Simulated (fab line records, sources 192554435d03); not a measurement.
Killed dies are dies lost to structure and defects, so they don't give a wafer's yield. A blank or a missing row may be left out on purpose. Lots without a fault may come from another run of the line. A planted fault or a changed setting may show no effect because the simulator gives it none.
fab line records | flow n5_finfet
record lots=5 wafers=15 last_day=19
route steps=1938 shown MIM_BOT_LITHO@1862 MIM_BOT_ETCH@1866 PASS1_CAP@1873 TV_LITHO@1875 PASSIVATION@1936
lots that met no fault: from a run of the same line without faults
start_h: hours from the record's first day to the start of the lot's first wafer shown | wait_h: hours since the lot's step before | " the same as in the row above | L1.1+2: a row that stands for several wafers | - no value, or no start given | * or withheld: withheld | < > ~ a bound
route shown NAME@n: a module of which the file shows steps, and the number in the route of the first | usual: mean/standard deviation of fault-free wafers | same: alike in all rows | chamber/n: place in a boat | sites: the reading at each site | _std_site: their standard deviation | _edge_site: outer sites' mean less inner sites' | radius_mm: how far each site lies from the wafer's centre | mask NAME#n: copy n | behind: the tool/chamber that last shaped the wafer | hold: why the lot was held/for how many hours/how that ended | device: the transistor (n, p or np) that didn't switch | end of line: the same wafers' tests at the end of the route | a step without rows: its recipe alone | killed: dies lost to structure and defects at the first sort, not the wafer's yield | map: a wafer's dies, x killed, . not, _ none there
set.NAME: the setting as run; set.NAME@STEP: as run at that earlier step | model.NAME: the simulator's own value behind a step, which no gauge read
lots at some steps of the route; a table a step, a row a wafer
services: from which hour (start_h, from the record's first day; less than 0 if before it) a tool's chamber was out of use, for how many hours, and why
## steps
# step N5_MIM_BOT_LITHO_CD_MEAS_08
# recipe target_cd_nm=3000 landing_energy_ev=500 detector=se_inlens polarity=opening
# usual cd_nm=2999.1/1.7
# columns lot.wafer tool chamber start_h wait_h cd_nm
L781.1 cd_sem-01 0 313.97 - 2997.4
L781.2 " 0 " " 3001.3
L781.3 " 0 " " 2996.7
L784.1 cd_sem-03 0 342.00 - 3001.4
L784.2 " 0 " " 3000.6
L784.3 " 0 " " 2999.9
L789.3 cd_sem-03 0 391.19 - 2998.4
L789.4 " 0 " " 2997.0
L789.5 " 0 " " 2996.3
L793.1 cd_sem-03 0 427.01 - 2995.2
L793.3 " 0 " " 2999.6
L793.4 " 0 " " 2997.0
L794.2 cd_sem-02 0 450.53 - 3000.4
L794.4 " 0 " " 3000.2
L794.5 " 0 " " 3001.4
# step N5_MIM_BOT_LITHO_OVL_MEAS_11
# recipe points_per_wafer=44
# usual MIM_BOT_OVL=-1/6
# columns lot.wafer tool chamber start_h wait_h MIM_BOT_OVL[nm]
L781.1 overlay-02 0 314.00 0.0 -1
L781.2 " 0 " " 1
L781.3 " 0 " " -9
L784.1 overlay-01 0 342.03 0.0 3
L784.2 " 0 " " -7
L784.3 " 0 " " 8
L789.3 overlay-02 0 391.22 0.0 0
L789.4 " 0 " " -1
L789.5 " 0 " " 8
L793.1 overlay-02 0 427.04 0.0 -2
L793.3 " 0 " " -6
L793.4 " 0 " " 2
L794.2 overlay-02 0 450.56 0.0 -2
L794.4 " 0 " " -7
L794.5 " 0 " " 2
# step N5_MIM_BOT_LITHO_INSPECT_12
# recipe mode=adi inspect_instrument=macro
# usual raw_defect_count=2.1/1.5
# columns lot.wafer tool chamber start_h wait_h raw_defect_count
L781.1 defect_inspect-01 - 314.02 0.0 1
L781.2 " - " " 3
L781.3 " - " " 3
L784.1 defect_inspect-02 - 342.06 0.0 2
L784.2 " - " " 0
L784.3 " - " " 5
L789.3 defect_inspect-02 - 391.24 0.0 5
L789.4 " - " " 0
L789.5 " - " " 2
L793.1 defect_inspect-01 - 427.07 0.0 2
L793.3 " - " " 1
L793.4 " - " " 3
L794.2 defect_inspect-02 - 450.58 0.0 4
L794.4 " - " " 0
L794.5 " - " " 2
# step N5_MIM_BOT_LITHO_DESCUM_10
# recipe chemistry=O2 time_s=7.9 source_power_w=50 bias_power_w=20 pressure_mtorr=20 rf_frequency_hz=2.712e+07 temp_c=40 o2_flow_sccm=225
# usual drypump_motor_current_A=5.8/0.38 oes_product_au=0.83/0.09 rf_vpp_V=243.7/1.6 showerhead_plenum_p_Torr=2.13/0.086 throttle_valve_pct=20.36/0.28
# columns lot.wafer tool chamber start_h wait_h drypump_motor_current_A oes_product_au rf_hours_counter_h rf_vpp_V showerhead_plenum_p_Torr throttle_valve_pct
L781.1 rie_diel-03 3 314.14 0.1 5.1 0.68 241 240.3 1.97 20.79
L781.2 " 1 " " 6.1 0.88 36 240.8 2.04 19.85
L781.3 " 3 " " 5.1 0.68 - 239.9 1.97 20.78
L784.1 rie_diel-01 2 342.09 0.0 5.5 0.81 99 243.8 2.11 20.38
L784.2 " 3 " " 5.7 0.84 64 245.3 2.21 20.76
L784.3 " 0 " " 5.2 0.73 156 245.0 2.18 20.50
L789.3 rie_diel-03 0 391.38 0.1 6.2 0.91 20 244.1 2.15 20.37
L789.4 " 3 " " 5.1 0.94 13 243.7 2.23 20.37
L789.5 " 2 " " 5.2 0.86 - 242.6 2.06 20.57
L793.1 rie_diel-05 0 427.32 0.3 6.1 0.82 68 246.0 2.21 20.09
L793.3 " 1 " " 5.5 0.84 49 242.0 2.03 20.23
L793.4 " 2 " " 6.1 0.96 6 244.1 2.15 20.40
L794.2 rie_diel-01 1 450.86 0.3 6.1 0.78 127 242.8 2.09 20.21
L794.4 " 3 " " 5.7 0.80 98 245.0 2.20 20.82
L794.5 " 3 " " 5.7 0.80 - 243.9 2.20 20.82
# step N5_MIM_BOT_ETCH_ETCH_04
# recipe chemistry=CF4/O2 target=SiNx target_depth_a=260 time_s=13 ion_energy_ev=100 pressure_mtorr=40 source_w=535 bias_w=49 Ar_flow_sccm=100 cf4_flow_sccm=100 O2_flow_sccm=10
# usual bias_w=48.98/0.14 drypump_motor_current_A=5.8/0.38 oes_product_au=0.83/0.089 rf_vpp_V=240/5 showerhead_plenum_p_Torr=2.24/0.085 throttle_valve_pct=15.90/0.26
# columns lot.wafer tool chamber start_h wait_h bias_w drypump_motor_current_A oes_product_au rf_hours_counter_h rf_vpp_V showerhead_plenum_p_Torr throttle_valve_pct
L781.1 rie_diel-03 3 314.24 0.1 49.10 5.1 0.67 241 241 2.09 16.40
L781.2 " 1 " " 48.89 6.1 0.89 36 238 2.16 15.48
L781.3 " 3 " " 49.17 5.1 0.67 - 241 2.09 16.39
L784.1 rie_diel-01 2 342.16 0.0 49.03 5.5 0.80 99 246 2.22 15.87
L784.2 " 3 " " 49.04 5.7 0.83 64 238 2.34 16.35
L784.3 " 0 " " 49.00 5.1 0.73 156 243 2.29 16.08
L789.3 rie_diel-03 0 391.45 0.0 49.03 6.2 0.90 20 243 2.26 15.89
L789.4 " 3 " " 48.96 5.2 0.93 13 245 2.34 15.93
L789.5 " 2 " " 49.10 5.2 0.85 - 238 2.15 15.94
L793.1 rie_diel-05 0 427.39 0.0 48.91 6.1 0.83 68 235 2.32 15.65
L793.3 " 1 " " 48.83 5.5 0.83 49 235 2.15 15.87
L793.4 " 2 " " 48.74 6.1 0.94 6 247 2.25 15.83
L794.2 rie_diel-01 1 450.92 0.0 49.05 6.1 0.79 127 248 2.20 15.86
L794.4 " 3 " " 48.63 5.7 0.79 98 238 2.33 16.40
L794.5 " 3 " " 48.75 5.7 0.79 - 236 2.33 16.42
# step N5_MIM_BOT_ETCH_ETCH_03
# recipe chemistry=Cl2/BCl3 target_depth_a=120 pressure_mtorr=8 icp_w=800 bias_w=100 Cl2_flow_sccm=20 bcl3_flow_sccm=80
# usual bias_w=100.0/0.3 drypump_motor_current_A=6.00/0.28 oes_product_au=0.79/0.094 throttle_valve_pct=27.45/0.22
# columns lot.wafer tool chamber start_h wait_h bias_w drypump_motor_current_A oes_product_au rf_hours_counter_h throttle_valve_pct
L781.1 rie_metal-01 0 314.36 0.1 100.3 5.93 0.89 13 27.64
L781.2 " 1 " " 99.9 6.42 0.69 70 27.18
L781.3 " 1 " " 100.0 6.41 0.69 - 27.16
L784.1 rie_metal-03 1 342.24 0.1 99.9 6.00 0.85 14 27.47
L784.2 " 0 " " 100.5 5.88 0.79 37 27.71
L784.3 " 1 " " 100.2 5.97 0.86 - 27.48
L789.3 rie_metal-03 0 391.57 0.1 99.8 5.85 0.78 - 27.72
L789.4 " 1 " " 100.0 5.98 0.84 - 27.48
L789.5 " 0 " " 99.8 5.88 0.78 - 27.72
L793.1 rie_metal-02 0 427.48 0.1 100.3 5.66 0.82 29 27.59
L793.3 " 1 " " 99.8 6.22 0.92 - 26.71
L793.4 " 0 " " 100.1 5.63 0.84 - 27.60
L794.2 rie_metal-03 0 451.02 0.1 100.5 5.85 0.78 44 27.72
L794.4 " 0 " " 100.5 5.85 0.78 - 27.71
L794.5 " 0 " " 100.0 5.85 0.78 - 27.73
# step N5_MIM_BOT_ETCH_ETCH_00
# recipe chemistry=Cl2/BCl3 target=TiN target_depth_a=455 ion_energy_ev=150 pressure_mtorr=10 icp_w=1000 bias_w=126 Cl2_flow_sccm=53.25 bcl3_flow_sccm=21.75 Ar_flow_sccm=25
# usual bias_w=125.9/0.36 drypump_motor_current_A=6.00/0.28 oes_product_au=0.79/0.094 throttle_valve_pct=21.83/0.15
# columns lot.wafer tool chamber start_h wait_h bias_w drypump_motor_current_A oes_product_au rf_hours_counter_h throttle_valve_pct
L781.1 rie_metal-01 0 314.45 0.1 126.1 5.93 0.88 13 21.88
L781.2 " 1 " " 126.4 6.41 0.70 70 21.69
L781.3 " 1 " " 126.8 6.39 0.69 - 21.70
L784.1 rie_metal-03 1 342.33 0.1 126.0 5.93 0.86 14 21.76
L784.2 " 0 " " 125.8 5.86 0.79 37 22.10
L784.3 " 1 " " 125.7 6.00 0.86 - 21.73
L789.3 rie_metal-03 0 391.67 0.1 125.5 5.86 0.79 - 22.11
L789.4 " 1 " " 126.0 6.03 0.84 - 21.75
L789.5 " 0 " " 126.0 5.81 0.79 - 22.11
L793.1 rie_metal-02 0 427.57 0.1 125.8 5.62 0.83 29 21.94
L793.3 " 1 " " 125.9 6.27 0.92 - 21.26
L793.4 " 0 " " 125.8 5.62 0.84 - 21.92
L794.2 rie_metal-03 0 451.11 0.1 126.2 5.81 0.77 44 22.12
L794.4 " 0 " " 126.8 5.84 0.78 - 22.13
L794.5 " 0 " " 126.2 5.81 0.78 - 22.11
# step N5_MIM_BOT_ETCH_STRIP_01
# recipe chemistry=O2 power_w=600 temp_c=60 pressure_mtorr=30 rf_frequency_hz=6e+07 bias_power_w=0 overash_fraction=0.5 o2_flow_sccm=225
# step N5_MIM_BOT_ETCH_STRIP_02
# recipe chemistry=post_etch_residue_remover time_s=1200 temp_c=72.5
# step N5_MIM_BOT_ETCH_CLEAN_05
# recipe chemistry=IPA time_s=180 temp_c=25
# step N5_MIM_BOT_ETCH_SRD_06
# recipe dry=ipa_marangoni time_s=30 temp_c=23 rinse_liquid=diw
# step N5_PASSIVATION_PECVD_55
# recipe material=SiO2 target_thk_a=4000 temp_c=400 precursor=SiH4/N2O pressure_torr=2.7 rf_w=608 time_s=22.5
# step N5_PASSIVATION_PECVD_01
# recipe material=SiNx target_thk_a=2000 temp_c=400 precursor=SiH4/NH3/N2 pressure_torr=4.9 rf_w=1406 time_s=43.2
# usual heater_power_w=383/100 showerhead_plenum_p_Torr=8.70/0.087 throttle_valve_pct=29.6/2.2
# columns lot.wafer tool chamber start_h wait_h heater_power_w showerhead_plenum_p_Torr throttle_valve_pct
L781.1 pecvd-01 2 315.44 0.0 415 8.73 27.0
L781.2 " 0 " " 512 8.61 29.9
L781.3 " 1 " " 307 8.76 27.6
L784.1 pecvd-03 1 343.01 0.0 463 8.83 30.7
L784.2 " 0 " " 476 8.85 31.7
L784.3 " 2 " " 153 8.67 25.8
L789.3 pecvd-03 1 392.42 0.0 390 8.83 31.2
L789.4 " 2 " " 188 8.67 25.9
L789.5 " 0 " " 430 8.86 31.6
L793.1 pecvd-04 2 428.26 0.0 357 8.72 29.6
L793.3 " 1 " " 333 8.58 27.7
L793.4 " 1 " " 341 8.59 27.3
L794.2 pecvd-01 1 451.84 0.0 308 8.77 27.8
L794.4 " 2 " " 464 8.72 27.3
L794.5 " 1 " " 312 8.76 27.8
# step N5_PASSIVATION_HMDS_03
# recipe time_s=60 temp_c=120
# step N5_PASSIVATION_COAT_04
# recipe spin_rpm=* resist_thk_nm=*
# step N5_PASSIVATION_EBR_06
# recipe solvent=PGMEA ebr_width_mm=1.5
# step N5_PASSIVATION_SOFTBAKE_05
# recipe temp_c=100 time_s=90
# step N5_PASSIVATION_EXPOSE_07
# recipe mask_id=TV na=0.55 source_shape=conventional sigma_outer=0.8 polarization=unpolarized defocus_nm=0 target_cd_nm=3000 dose_mj=22.75
# step N5_PASSIVATION_PEB_08
# recipe peb_temp_c=withheld peb_time_s=*
# step N5_PASSIVATION_DEVELOP_09
# recipe develop_time_s=60 rinse_liquid=diw dry=air_spin dev_temp_c=21
# step N5_PASSIVATION_HARDBAKE_11
# recipe temp_c=130 time_s=120
# step N5_PASSIVATION_CD_MEAS_10
# recipe target_cd_nm=3000 landing_energy_ev=500 detector=se_inlens
# usual cd_nm=2998.2/2.5
# columns lot.wafer tool chamber start_h wait_h cd_nm
L781.1 cd_sem-01 0 317.56 - 3002.5
L781.2 " 0 " " 2997.7
L781.3 " 0 " " 2999.8
L784.1 cd_sem-01 0 344.30 - 2994.6
L784.2 " 0 " " 2996.5
L784.3 " 0 " " 3000.5
L789.3 cd_sem-02 0 393.27 - 2991.9
L789.4 " 0 " " 2996.8
L789.5 " 0 " " 2993.6
L793.1 cd_sem-03 0 429.48 - 2998.6
L793.3 " 0 " " 2995.7
L793.4 " 0 " " 2999.4
L794.2 cd_sem-02 0 454.23 - 2996.5
L794.4 " 0 " " 2998.9
L794.5 " 0 " " 2998.2
# step N5_PASSIVATION_OVL_MEAS_60
# recipe points_per_wafer=44
# usual TV_OVL=-1/6.1
# columns lot.wafer tool chamber start_h wait_h TV_OVL[nm]
L781.1 overlay-01 0 317.59 0.0 3
L781.2 " 0 " " 7
L781.3 " 0 " " 2
L784.1 overlay-01 0 344.33 0.0 -1
L784.2 " 0 " " -9
L784.3 " 0 " " 3
L789.3 overlay-02 0 393.30 0.0 0
L789.4 " 0 " " -8
L789.5 " 0 " " -1
L793.1 overlay-01 0 429.51 0.0 8
L793.3 " 0 " " 15
L793.4 " 0 " " 11
L794.2 overlay-01 0 454.26 0.0 -3
L794.4 " 0 " " -7
L794.5 " 0 " " -9
# step N5_PASSIVATION_INSPECT_61
# recipe mode=adi inspect_instrument=macro
# usual raw_defect_count=2.2/1.4
# columns lot.wafer tool chamber start_h wait_h raw_defect_count
L781.1 defect_inspect-01 - 317.62 0.0 3
L781.2 " - " " 5
L781.3 " - " " 1
L784.1 defect_inspect-02 - 344.35 0.0 4
L784.2 " - " " 1
L784.3 " - " " 3
L789.3 defect_inspect-02 - 393.32 0.0 1
L789.4 " - " " >300
L789.5 " - " " 1
L793.1 defect_inspect-01 - 429.53 0.0 0
L793.3 " - " " 2
L793.4 " - " " 1
L794.2 defect_inspect-01 - 454.29 0.0 3
L794.4 " - " " 2
L794.5 " - " " 5
# step N5_PASSIVATION_DESCUM_12
# recipe chemistry=O2 time_s=7.9 source_power_w=50 bias_power_w=20 pressure_mtorr=20 rf_frequency_hz=2.712e+07 temp_c=40 o2_flow_sccm=225
# usual drypump_motor_current_A=5.5/0.51 oes_product_au=0.78/0.069 rf_vpp_V=243.1/1.2 showerhead_plenum_p_Torr=2.09/0.056 throttle_valve_pct=20.48/0.24
# columns lot.wafer tool chamber start_h wait_h drypump_motor_current_A oes_product_au rf_hours_counter_h rf_vpp_V showerhead_plenum_p_Torr throttle_valve_pct
L781.1 rie_diel-04 1 317.65 0.0 6.1 0.71 208 244.1 2.18 20.50
L781.2 " 2 " " 4.9 0.80 114 243.2 2.02 20.60
L781.3 " 3 " " 5.3 0.80 92 244.0 2.13 20.57
L784.1 rie_diel-02 3 344.38 0.0 5.0 0.71 215 245.0 2.17 20.38
L784.2 " 0 " " 5.3 0.68 250 241.2 2.06 20.74
L784.3 " 2 " " 6.3 0.87 55 242.2 2.13 20.46
L789.3 rie_diel-04 0 393.35 0.0 5.1 0.74 151 243.2 2.08 20.42
L789.4 " 3 " " 5.3 0.77 110 243.8 2.13 20.58
L789.5 " 3 " " 5.3 0.77 - 243.6 2.13 20.59
L793.1 rie_diel-04 1 429.57 0.0 6.1 0.70 237 245.1 2.17 20.54
L793.3 " 3 " " 5.3 0.78 113 242.4 2.13 20.60
L793.4 " 0 " " 5.1 0.74 158 244.9 2.08 20.43
L794.2 rie_diel-04 0 454.74 0.5 5.1 0.72 167 244.0 2.07 20.45
L794.4 " 0 " " 5.1 0.73 - 242.3 2.07 20.44
L794.5 " 1 " " 6.1 0.68 - 245.5 2.16 20.56
# step N5_PASSIVATION_PROBE_49
# usual defect_limited_yield=91.3/1.7 killed_at_M0_to_M3=33/9.9 killed_at_M4_up=14/6.4 killed_at_contacts=12/7 killed_at_front_end=41/13 killed_at_other=3.1/2.9 killed_dies=103/20 killed_on_rim=13/4 killed_open=67/14 killed_short=34/9.4 sort_bin_4_leakage=0.03/0.24 sort_bin_5_function=5.1/1.1 sort_bin_6_memory=3.2/0.79 sort_bin_8_speed=0.02/0.15 sort_n_pass=1077/21 sort_yield_pct=91.2/1.7
# same gross_dies=1180 killed_at_back_side=0
# columns lot.wafer tool chamber start_h wait_h defect_limited_yield[%] killed_at_M0_to_M3 killed_at_M4_up killed_at_contacts killed_at_front_end killed_at_other killed_dies killed_on_rim killed_open killed_short sort_bin_4_leakage[%] sort_bin_5_function[%] sort_bin_6_memory[%] sort_bin_8_speed[%] sort_n_pass sort_yield_pct[%]
L781.1 prober-02 - 324.82 0.0 89.6 36 9 23 53 2 123 17 79 40 0 5.2 4.7 0 1057 89.6
L781.2 prober-02 - 324.87 0.1 92.1 21 13 17 27 15 93 11 56 37 0 4.2 3.1 0 1087 92.1
L781.3 prober-02 - 324.92 0.1 92.2 34 5 14 38 1 92 8 54 34 1.02 4.2 2.9 0 1076 91.2
L784.1 prober-02 - 351.40 0.0 93.3 31 11 10 22 5 79 19 50 27 0 4.1 2.3 0.08 1101 93.3
L784.2 prober-02 - 351.45 0.1 94.1 32 5 2 30 1 70 12 44 25 0 3.6 2.1 0.08 1110 94.1
L784.3 prober-02 - 351.50 0.1 92.0 37 11 14 30 2 94 9 59 35 0 5.4 2.2 0 1086 92.0
L789.3 prober-01 - 402.55 0.1 94.1 31 4 12 16 7 70 16 48 19 0 2.7 3.0 0 1110 94.1
L789.4 prober-01 - 402.60 0.2 83.8 28 8 14 32 109 191 26 60 23 0 9.4 4.1 0 989 83.8
L789.5 prober-01 - 402.65 0.2 92.6 26 8 12 32 9 87 12 52 31 0 4.4 3.0 0 1093 92.6
L793.1 prober-01 - 437.68 0.0 92.0 25 16 10 42 1 94 14 68 24 0 5.6 2.3 0 1086 92.0
L793.3 prober-01 - 437.78 0.1 91.4 26 6 17 49 3 101 8 60 40 0 5.3 2.7 0 1079 91.4
L793.4 prober-01 - 437.83 0.2 92.0 23 17 8 43 3 94 15 68 26 0 4.7 3.0 0 1086 92.0
L794.2 prober-02 - 461.85 0.1 92.5 28 14 9 36 2 89 13 61 26 0 4.2 2.9 0 1091 92.5
L794.4 prober-02 - 461.95 0.2 90.3 33 17 10 49 6 115 14 80 35 0 5.9 3.4 0 1065 90.3
L794.5 prober-02 - 462.00 0.2 91.3 38 18 2 42 3 103 11 68 32 0 5.4 2.9 0 1077 91.3
# killed by level:class
L781.1 MOL_CONTACT_COAG:geometric_particle:open=18 FIN_SAQP:geometric_particle:open=14 FIN_SAQP:geometric_particle:short=9 BEOL_M0_SAQP:geometric_particle:short=9 BEOL_M3:geometric_particle:open=8 BEOL_M0_SAQP:geometric_particle:open=8 MOL_CONTACT_COAG:geometric_particle:short=5 DUMMY_GATE:geometric_particle:open=4
L781.2 MOL_CONTACT_COAG:geometric_particle:open=12 FIN_SAQP:geometric_particle:open=9 FIN_SAQP:geometric_particle:short=7 BEOL_M1:geometric_particle:open=6 BEOL_M4:geometric_particle:open=6 PAD_METAL:geometric_particle:short=6 MOL_CONTACT_COAG:geometric_particle:short=5 BEOL_M0_SAQP:geometric_particle:short=4
L781.3 FIN_SAQP:geometric_particle:open=11 BEOL_M1:geometric_particle:open=9 MOL_CONTACT_COAG:geometric_particle:open=8 BEOL_M0_SAQP:geometric_particle:short=7 MOL_CONTACT_COAG:geometric_particle:short=6 DUMMY_GATE:geometric_particle:open=5 STI_FIN_REVEAL:geometric_particle:open=4 BEOL_M3:geometric_particle:open=4
L784.1 BEOL_M2:geometric_particle:open=9 MOL_CONTACT_COAG:geometric_particle:open=6 BEOL_M4:geometric_particle:open=6 BEOL_M0_SAQP:geometric_particle:open=5 FIN_SAQP:geometric_particle:short=4 MOL_CONTACT_COAG:geometric_particle:short=4 BEOL_M0_SAQP:geometric_particle:short=4 BEOL_M2:geometric_particle:short=4
L784.2 BEOL_M2:geometric_particle:open=9 FIN_SAQP:geometric_particle:short=8 DUMMY_GATE:geometric_particle:open=7 BEOL_M0_SAQP:geometric_particle:open=7 BEOL_M0_SAQP:geometric_particle:short=6 STI_FIN_REVEAL:geometric_particle:open=4 FIN_SAQP:geometric_particle:open=3 BEOL_M1:geometric_particle:open=3
L784.3 MOL_CONTACT_COAG:geometric_particle:open=11 FIN_SAQP:geometric_particle:open=9 FIN_SAQP:geometric_particle:short=9 BEOL_M0_SAQP:geometric_particle:short=9 BEOL_M1:geometric_particle:open=8 BEOL_M4:geometric_particle:open=7 BEOL_M0_SAQP:geometric_particle:open=5 BEOL_M2:geometric_particle:short=5
L789.3 MOL_CONTACT_COAG:geometric_particle:open=12 DUMMY_GATE:geometric_particle:open=6 BEOL_M3:geometric_particle:open=6 BEOL_M2:geometric_particle:open=5 BEOL_M1:geometric_particle:short=4 MIM_TOP_ETCH:geometric_particle:short=4 MIM_TOP_ETCH:geometric_particle:open=3 BEOL_M0:geometric_particle:open=3
L789.4 PASS1_CAP:unspecified=106 MOL_CONTACT_COAG:geometric_particle:open=11 BEOL_M3:geometric_particle:open=9 STARTING-WAFER:geometric_particle:open=7 FIN_CUT:geometric_particle:open=4 DUMMY_GATE:geometric_particle:open=4 BEOL_M0:geometric_particle:open=4 STI_FIN_REVEAL:geometric_particle:open=3
L789.5 BEOL_M3:geometric_particle:open=13 MOL_CONTACT_COAG:geometric_particle:open=11 STI_FIN_REVEAL:geometric_particle:open=8 STARTING-WAFER:geometric_particle:short=6 GATE_CUT:geometric_particle:short=5 BEOL_M2:geometric_particle:open=4 MIM_TOP_ETCH:geometric_particle:short=3 STARTING-WAFER:geometric_particle:open=3
L793.1 FIN_SAQP:geometric_particle:open=16 FIN_SAQP:geometric_particle:short=9 STI_FIN_REVEAL:geometric_particle:open=9 MOL_CONTACT_COAG:geometric_particle:open=8 BEOL_M0_SAQP:geometric_particle:open=8 BEOL_M0_SAQP:geometric_particle:short=7 BEOL_M4:geometric_particle:open=6 BEOL_M2:geometric_particle:open=4
L793.3 MOL_CONTACT_COAG:geometric_particle:open=14 STI_FIN_REVEAL:geometric_particle:open=13 BEOL_M0_SAQP:geometric_particle:short=11 FIN_SAQP:geometric_particle:open=9 FIN_SAQP:geometric_particle:short=8 STARTING-WAFER:geometric_particle:short=5 DUMMY_GATE:geometric_particle:open=3 MOL_CONTACT_COAG:geometric_particle:short=3
L793.4 FIN_SAQP:geometric_particle:open=14 STI_FIN_REVEAL:geometric_particle:open=9 BEOL_M0:geometric_particle:open=6 MOL_CONTACT_COAG:geometric_particle:open=5 BEOL_M0_SAQP:geometric_particle:short=5 GATE_CUT:geometric_particle:short=4 BEOL_M0_SAQP:geometric_particle:open=4 BEOL_M1:geometric_particle:open=4
L794.2 FIN_SAQP:geometric_particle:open=9 FIN_SAQP:geometric_particle:short=7 STI_FIN_REVEAL:geometric_particle:open=7 MOL_CONTACT_COAG:geometric_particle:open=7 BEOL_M1:geometric_particle:open=5 BEOL_M2:geometric_particle:open=5 BEOL_M5:geometric_particle:open=5 BEOL_M2:geometric_particle:short=4
L794.4 FIN_SAQP:geometric_particle:open=16 BEOL_M0_SAQP:geometric_particle:open=9 BEOL_M1:geometric_particle:open=9 MOL_CONTACT_COAG:geometric_particle:open=8 STI_FIN_REVEAL:geometric_particle:open=7 FIN_SAQP:geometric_particle:short=6 BEOL_M0_SAQP:geometric_particle:short=6 DUMMY_GATE:geometric_particle:open=5
L794.5 BEOL_M0_SAQP:geometric_particle:open=13 BEOL_M0_SAQP:geometric_particle:short=10 BEOL_M4:geometric_particle:open=7 STI_FIN_REVEAL:geometric_particle:open=6 BEOL_M3:geometric_particle:open=6 DUMMY_GATE:geometric_particle:open=5 BEOL_M1:geometric_particle:open=5 FIN_SAQP:geometric_particle:short=4
# map L789.4 (x killed, . not)
_________________x.....x.....________________
______________.................._____________
___________x.x.x................x..__________
__________xxxx................x....._________
________xxxxxxxxx..........x.........._______
_______xxxxxxxxxx....x.........x.......______
______xxxxxxxxxxxx..................x..._____
_____xxxxxxxxxxxxxxx........x.......x....____
____.xxxxxxxxxxxx.........................___
___x..xxxxxxxxxx........x.....x......x.....__
___x.xxxxxxxxxxxxx....x..x..........x......__
__.....xxxxxxxxx......................x....._
__..x..xxxxx...x.....x.................x...._
_......x..xx.......xx........................
_.................x...................x......
_..x........x.......x.........x....x.........
_........................x..x................
_.......x..x..............x.......x.x........
_......................x....x.......xx......x
_.....x.................x.......x...x........
_...................x.........x..............
__..........x..x..............x...........x._
__..x..x.x......x..........................x_
___..............x...............x......x..__
___......xx.......x................x..x....__
____.......x........x......x....x.........___
_____....x..............................x____
______x................x...............x_____
_______................................______
________....x...x.........x..........x_______
__________.....................x.x.._________
___________.......xx...............__________
______________........x........._____________
_________________.........x..________________
# map L784.3 (x killed, . not)
_________________.x..x.......________________
______________.....x............_____________
___________...........x....x.......__________
__________.....x.x.......xx...x....._________
________.x.......x...................._______
_______..................x.............______
______..............x..................._____
_____.............x..x...x......x.....x..____
____..................xx..................___
___.......................................x__
___.........x......x.....................x.__
__..................x.x............x........_
__...........x.............................._
_...x...............x........................
_......x...x.x.x.x...............x...........
_..............x.........x.x..x..............
_........................................x...
_x................x.....x...x................
_..x..x............x.x.......................
_..x..x........x..........x.............x....
_............x....x.....x....................
__.......x.....x..........x................._
__......................x......x............_
___.x.x................xx.x.....x....x.....__
___.......x............x...............x...__
____..x.....x.........x...................___
_____...................x...x.x..........____
______..................x.............x._____
_______.......x.........x..............______
________..x....xx....................._______
__________.......xx..x..x....x......_________
___________.....x.................x__________
______________...............x.._____________
_________________............________________
## services
# columns tool chamber start_h hours kind
rie_diel-03 0 302.02 - clean
rie_diel-03 0 302.02 - consumable_replace:focus_ring
rie_diel-03 0 302.02 32.1 scheduled_down
rie_diel-05 1 308.63 4.9 repair
rie_diel-03 2 309.62 9.7 repair
rie_metal-02 - 314.27 1.4 pm
rie_diel-05 1 329.31 1.2 repair
rie_diel-04 3 342.35 3.4 repair
rie_diel-02 3 347.28 2.8 repair
rie_diel-04 0 359.94 1.7 repair
rie_metal-02 0 386.39 3.0 repair
pecvd-01 - 393.43 1.5 repair
rie_diel-04 3 395.94 23.0 repair
rie_diel-04 - 403.75 0.9 repair
rie_diel-04 0 409.11 3.8 repair
pecvd-03 - 410.66 1.0 repair
rie_diel-03 0 412.68 1.7 repair
rie_diel-04 - 413.19 2.8 pm
rie_diel-03 - 415.85 0.5 repair
rie_diel-03 0 418.15 8.2 repair
rie_diel-04 2 426.35 1.6 repair
rie_diel-02 2 440.36 18.8 repair
rie_diel-05 0 440.84 9.2 repair
rie_diel-04 3 452.49 11.0 repair
## key
first_sign step=N5_PASSIVATION_INSPECT_61 reading=raw_defect_count direction=up sigmas=99+ usual=2.2 struck=>300
effect step=N5_PASSIVATION_PROBE_49 reading=killed_at_other direction=up sigmas=37 usual=3.1 struck=109
more_kills_born_at N5_PASSIVATION_PECVD_01@pecvd-03=106
met_at N5_PASSIVATION_PECVD_01
struck_wafers L789.4
onset_between 343.01 392.42
fault kind=chamber_particle_source tool=pecvd-03 chamber=2 onset_h=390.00 steps=N5_PASSIVATION_PECVD_01 rate_per_visit_cm2=1.0032 end_h=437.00
